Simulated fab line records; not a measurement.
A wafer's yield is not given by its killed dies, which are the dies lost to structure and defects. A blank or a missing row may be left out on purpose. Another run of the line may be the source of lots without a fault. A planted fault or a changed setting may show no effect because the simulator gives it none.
Code-filled problem report in 8D (eight disciplines) form / flow n5-finfet / the parts of the form that need people (team, actions taken, sign-off) are left out

1. WHAT WENT WRONG
Across 6 wafers from 2 lots, MIM_BOT_OVL at N5_MIM_BOT_LITHO_OVL_MEAS_11 averages 511 nm, while fault-free wafers read -5 nm with a standard deviation of 5.8. Relative to the usual mean, that is a shift of +89 standard deviations.
First seen on wafer L721.1, day 17 07:20, on overlay-01. The record holds 33 wafers of 11 lots with a number at this step. The rule behind "out" and "out of limits": a value lying over 4 standard deviations away from the usual mean. Any other wafer with a number is counted as sound.

2. WHAT IT IS, WHAT IT ISN'T
question=which readings at this step | is=MIM_BOT_OVL | is not=-
question=which lots | is=L721, L724 | is not=L702, L703, L704, L706, L707, L709, L712, L717, L722
question=which wafers of those lots | is=all that have a number | is not=-
question=read on which gauges | is=overlay-01 | is not=overlay-02
question=when | is=from day 17 07:20 | is not=up to then (24 sound wafers); but 3 sound wafers of L722 came after

3. SUSPECTS, AND WHAT RULES EACH OUT
Counting: a tool at any process step up to the reading remains a suspect when it ran all the lots that are out and ran no sound lot after the first of those.
- the gauge at N5_MIM_BOT_LITHO_OVL_MEAS_11: kept. All the wafers that are out were read on overlay-01, and no step on other tools shows them out.
- krf-scanner-02 at N5_MIM_BOT_LITHO_EXPOSE_05 (exposes mask MIM BOT): kept. It ran every lot that is out, first L721 (day 17 07:08), and no sound lot after that; its last sound lot up to then is L717 (day 15 10:42).
Left after counting: krf-scanner-02 at N5_MIM_BOT_LITHO_EXPOSE_05, overlay-01 at N5_MIM_BOT_LITHO_OVL_MEAS_11.

4. THE CAUSE (what the simulator had put in)
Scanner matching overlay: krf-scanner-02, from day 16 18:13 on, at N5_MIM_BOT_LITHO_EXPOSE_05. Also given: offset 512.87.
Counting left 2 suspects, and this tool is among them.

5. THE EFFECT CHAIN, in route order
One row per reading whose mean, taken over the struck wafers that have a number, lies over 3 standard deviations from the usual. Readings are gone through only where the record gives a usual standard deviation; hours: the median, over the lots, of the time from a lot's start at the first step in this table giving one to that lot's start at this step; sigmas: the change measured in usual standard deviations.
hours=0; step=N5_MIM_BOT_LITHO_OVL_MEAS_11; reading=MIM_BOT_OVL; usual=-5 nm; on struck wafers=511; change=+516; sigmas=+89

6. HOW IT WOULD HAVE BEEN CAUGHT EARLIER
In this record the first reading out of limits at a measuring or inspecting step was taken at day 17 07:20, 13 hours after the fault began at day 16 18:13.
Tool readings at N5_MIM_BOT_LITHO_EXPOSE_05 with a usual standard deviation given in the record: none out on any struck wafer, hence no alarm at a limit of 4 standard deviations on them.
Among the 2 lots that are out, L724 began N5_MIM_BOT_LITHO_EXPOSE_05 on krf-scanner-02 after day 17 07:20. A hold on the tool at that time would have spared it.
